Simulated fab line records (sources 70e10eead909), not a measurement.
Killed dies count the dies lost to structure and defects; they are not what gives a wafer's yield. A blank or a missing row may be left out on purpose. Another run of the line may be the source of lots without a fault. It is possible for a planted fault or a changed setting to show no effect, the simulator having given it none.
Which of the tools did it? :: flow nand_harc :: 6 lots with 18 wafers sampled at 3 steps, on a route of 1159 steps

## WHAT THE GAUGES READ, wafer by wafer
NHARC_A_ONON_D1_THK_MEAS_27: measures by ellipsometry.
lot: L978
measured: day 9 01:32
on: film_metro-02
thk_nm (nm): 995 995 996

lot: L985
measured: day 11 03:31
on: film_metro-01
thk_nm (nm): 999 1000 999

lot: L990
measured: day 12 02:29
on: film_metro-01
thk_nm (nm): 988 989 990

lot: L992
measured: day 12 17:34
on: film_metro-01
thk_nm (nm): 1008 1008 1008

lot: L993
measured: day 13 02:22
on: film_metro-01
thk_nm (nm): 1001 1001 1003

lot: L996
measured: day 13 21:11
on: film_metro-02
thk_nm (nm): 1000 998 1000

## WHAT TOOL EACH LOT RAN ON (gives the tool, then ch and the chambers of the sampled wafers, and finally the start)
lot: L978
NHARC_A_ZERO_WELL_DESCUM_12: rie_diel-12 ch 0,2,3, day 7 15:22
NHARC_A_ONON_D1_DEP_25: pecvd_onon-03 ch 0, day 9 01:02

lot: L985
NHARC_A_ZERO_WELL_DESCUM_12: rie_diel-11 ch 0,1,3, day 9 15:43
NHARC_A_ONON_D1_DEP_25: pecvd_onon-03 ch 0, day 11 03:04

lot: L990
NHARC_A_ZERO_WELL_DESCUM_12: rie_diel-12 ch 1,2, day 10 16:08
NHARC_A_ONON_D1_DEP_25: pecvd_onon-02 ch 0, day 12 02:05

lot: L992
NHARC_A_ZERO_WELL_DESCUM_12: rie_diel-12 ch 1,2,3, day 11 07:42
NHARC_A_ONON_D1_DEP_25: pecvd_onon-04 ch 0, day 12 17:07

lot: L993
NHARC_A_ZERO_WELL_DESCUM_12: rie_diel-11 ch 1,2, day 11 13:28
NHARC_A_ONON_D1_DEP_25: pecvd_onon-03 ch 0, day 13 01:51

lot: L996
NHARC_A_ZERO_WELL_DESCUM_12: rie_diel-11 ch 0,2,3, day 12 10:19
NHARC_A_ONON_D1_DEP_25: pecvd_onon-04 ch 0, day 13 20:40
- NHARC_A_ZERO_WELL_DESCUM_12: chemistry O2, time 3 s.
- NHARC_A_ONON_D1_DEP_25: target thk 1000 nm.

## THE ANSWER, worked out from the rows above alone
Rule: usual is defined by the lots themselves. Put in order of their means at a reading, lots are off if they are a third of the lots or fewer, leave a main group of 4 or more, and stand apart from it by a gap of 3 or more times the standard deviation of the main group's means; of several such gaps the widest counts. A main group whose means are all the same, to the digits that the tables above print for the reading, isn't used. Also off: a lot with no number at a reading for which 4 or more lots have one. The other lots that the step has rows for count as sound.
No lot is off on any of the readings shown, so nothing can be concluded from this.

## WHAT THE SIMULATOR HAD INSERTED
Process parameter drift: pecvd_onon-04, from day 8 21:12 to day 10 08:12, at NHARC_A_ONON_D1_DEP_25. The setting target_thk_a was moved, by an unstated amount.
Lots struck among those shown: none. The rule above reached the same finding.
